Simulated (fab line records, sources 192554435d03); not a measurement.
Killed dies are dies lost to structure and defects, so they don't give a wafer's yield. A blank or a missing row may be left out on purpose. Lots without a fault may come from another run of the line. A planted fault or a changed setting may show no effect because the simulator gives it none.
A struck lot beside a sound one | flow n5_finfet | 39 steps out of a route of 1938
Sound: wafers L973.4, L973.5, L973.6. Struck: wafers L983.2, L983.4, L983.5. The cause comes at the end.
At each step with rows: each side's tool, then ch and its chambers, then its first start. Under that, the readings that differ: sound wafers | struck wafers | difference of the means | sigmas: that difference in standard deviations of wafers without a fault.
alike: readings whose means differ by less than 2 such deviations, and words and numbers that are the same on both sides. not compared: withheld readings, readings that some wafer has no value for, bounds like >300 that may hide the same value, and numbers for which the record gives no deviation and whose values overlap.
The two part at a step that has a row with sigmas, a row that says differs or no value, or rows on one side only. Numbers that don't overlap but have no deviation are shown without sigmas and don't part them. A reading that every wafer of one side lacks parts them only if that side has two wafers or more.

first, 10 steps without rows for these wafers: N5_DUMMY_GATE_ETCH_23 (etches poly-Si in HBr/Cl2/O2, target depth 41 nm, time 22.3 s); N5_DUMMY_GATE_ETCH_44 (etches poly-Si in HBr/O2, stops on SiO2, target depth 127.5 nm); N5_DUMMY_GATE_ETCH_42 (etches SiO2 in CHF3/O2, target depth 3.5 nm, time 31 s); N5_DUMMY_GATE_STRIP_48 (strips in N2/H2, time 20 s); N5_DUMMY_GATE_PRECLEAN_33 (cleans in dHF, time 10 s); N5_DUMMY_GATE_PRECLEAN_25 (cleans in O3/DIW, time 45 s); N5_DUMMY_GATE_PRECLEAN_51 (cleans in SC2, time 45 s); N5_DUMMY_GATE_SRD_26 (time 30 s); N5_DUMMY_GATE_UV_OZONE_45 (time 120 s); N5_SPACER0_ALD_07 (deposits SiNx, target thk 2 nm).
N5_SPACER0_ALD_00: deposits SiOCN, target thk 3.5 nm, pulse time 3 s, purge time 2 s.
  sound on ald_sin-03 ch 0,1,2, day 3 00:44; struck on ald_sin-03 ch 1,2,3, day 5 13:00
  reading                                   | sound       | struck      | difference | sigmas
  ald_cycles                                | 58 58 58    | 45 45 45    | -13        |
  model.SiOCN_of_SPACER0_ALD_00.thk_nm (nm) | 3.4 3.6 3.4 | 2.8 2.8 2.8 | -0.7       |
  alike: heater_power_w, precursor_pulse_height_rel
then, 25 steps without rows for these wafers: N5_SPACER0_ALD_08 (deposits SiNx, target thk 2 nm); N5_SD_EPI_N_COAT_32 (time 60 s, resist thk 350 nm); N5_SD_EPI_N_COAT_33 (time 60 s, resist thk 35 nm); N5_SD_EPI_N_COAT_03 (resist thk 150 nm); N5_SD_EPI_N_EBR_05; N5_SD_EPI_N_SOFTBAKE_04 (time 60 s); N5_SD_EPI_N_EXPOSE_06 (exposes mask SD N BLK, target cd 120 nm); N5_SD_EPI_N_PEB_07 (peb time 60 s); N5_SD_EPI_N_DEVELOP_08 (develop time 30 s); N5_SD_EPI_N_DESCUM_14 (chemistry O2, time 7.9 s); N5_SD_EPI_N_ETCH_34 (etches SiARC in CF4, target depth 45.5 nm, time 75.8 s); N5_SD_EPI_N_ETCH_35 (etches SOC in N2/H2, overetch 108 nm, time 486 s); N5_SD_EPI_N_STRIP_36 (strips in N2/H2); N5_SD_EPI_N_ETCHBACK_44 (etches SiNx in CH3F/O2, stops on SiO2, target depth 14.5 nm); N5_SD_EPI_N_ETCH_45 (etches SiOCN in CH3F/O2, target depth 6 nm); N5_SD_EPI_N_ETCH_16 (etches SiO2 in CHF3/O2, target depth 5 nm); N5_SD_EPI_N_STRIP_47 (strips in CHF3/O2); N5_SD_EPI_N_SD_RECESS_17 (chemistry HBr/Cl2/O2, target depth 41 nm, time 23.7 s, bt time 3 s); N5_SD_EPI_N_STRIP_38 (strips in N2/H2); N5_SD_EPI_N_WET_ETCH_43 (etches SiO2 in dHF, time 14 s, target depth 1.5 nm); N5_SD_EPI_N_STRIP_18 (strips in SPM, time 750 s); N5_SD_EPI_N_SRD_20 (time 30 s); N5_SD_EPI_N_PRECLEAN_48 (cleans in NF3:NH3, afs cycles 2, time 20 s, sublimation time 60 s); N5_SD_EPI_N_VAPOR_ETCH_50 (etches Si in HCl, time 54 s); N5_SD_EPI_N_EPI_21 (deposits Si:P, time 690 s).
N5_SD_EPI_P_PRECLEAN_32: cleans in dHF, time 10 s.
  sound on wet_bench-06 ch 1,2,6, day 3 10:56; struck on wet_bench-04 ch 2,4,5, day 6 02:24
  reading                                   | sound       | struck      | difference | sigmas
  model.SiOCN_of_SPACER0_ALD_00.thk_nm (nm) | 3.4 3.4 3.4 | 2.6 2.6 2.6 | -0.8       |
-- the record jumps here: 5 days lie between the struck wafers' starts before and after (it left off in module SD_EPI_P and takes up again in module BEOL_M4, whose first step shown is number 1111 of the route) --
N5_BEOL_M4_RC_MEAS_101:
  sound on prober-02 ch 0, day 8 00:20; struck on prober-02 ch 0, day 10 14:51
  reading            | sound                | struck               | difference | sigmas
  IOFF_N (nA/um)     | 0.124 0.184 0.138    | 0.199 0.205 0.181    | +0.046     | +2
  IOFF_N_85C (nA/um) | 2.6 3.6 2.8          | 3.8 3.9 3.5          | +0.7       | +2
  IOFF_P (nA/um)     | 0.178 0.230 0.184    | 0.325 0.328 0.308    | +0.123     | +4
  IOFF_P_85C (nA/um) | 3.2 4.0 3.3          | 5.2 5.1 4.9          | +1.6       | +4
  IOFF_P_LIN (nA/um) | 0.090 0.107 0.092    | 0.144 0.146 0.140    | +0.047     | +4
  ION_P (uA/um)      | 456 464 464          | 494 482 486          | +26        | +4
  REXT_N (ohm.um)    | 75.2 74.9 74.7       | 68.1 68.1 67.9       | -6.9       | -4
  REXT_P (ohm.um)    | 100.9 101.4 100.1    | 91.8 91.6 90.8       | -9.4       | -4
  VT_P (mV)          | -250.5 -249.0 -250.1 | -241.9 -240.5 -242.8 | +8.1       | +3
  VT_P_LVT (mV)      | -98.5 -96.5 -98.9    | -89.7 -89.3 -91.2    | +7.9       | +3
  alike: DIBL_N, DIBL_P, IOFF_N_LIN, ION_N, SS_N, SS_P, VT_N
-- the record jumps here: 4 days lie between the struck wafers' starts before and after (it left off in module BEOL_M4 and takes up again in module PASSIVATION, whose first step shown is number 1936 of the route) --
N5_PASSIVATION_PROBE_49:
  sound on prober-02, day 12 09:16; struck on prober-02, day 14 15:10
  alike: defect_limited_yield, killed_at_M0_to_M3, killed_at_M4_up, killed_at_contacts, killed_at_front_end, killed_at_other, killed_dies, killed_open, killed_short, sort_bin_4_leakage, sort_bin_5_function, sort_bin_6_memory, sort_n_pass, sort_yield_pct

WHERE THEY PART
Only at N5_BEOL_M4_RC_MEAS_101, within this record. Later steps at which nothing parts them and some readings are alike: N5_PASSIVATION_PROBE_49.

WHY: what the simulator had put in
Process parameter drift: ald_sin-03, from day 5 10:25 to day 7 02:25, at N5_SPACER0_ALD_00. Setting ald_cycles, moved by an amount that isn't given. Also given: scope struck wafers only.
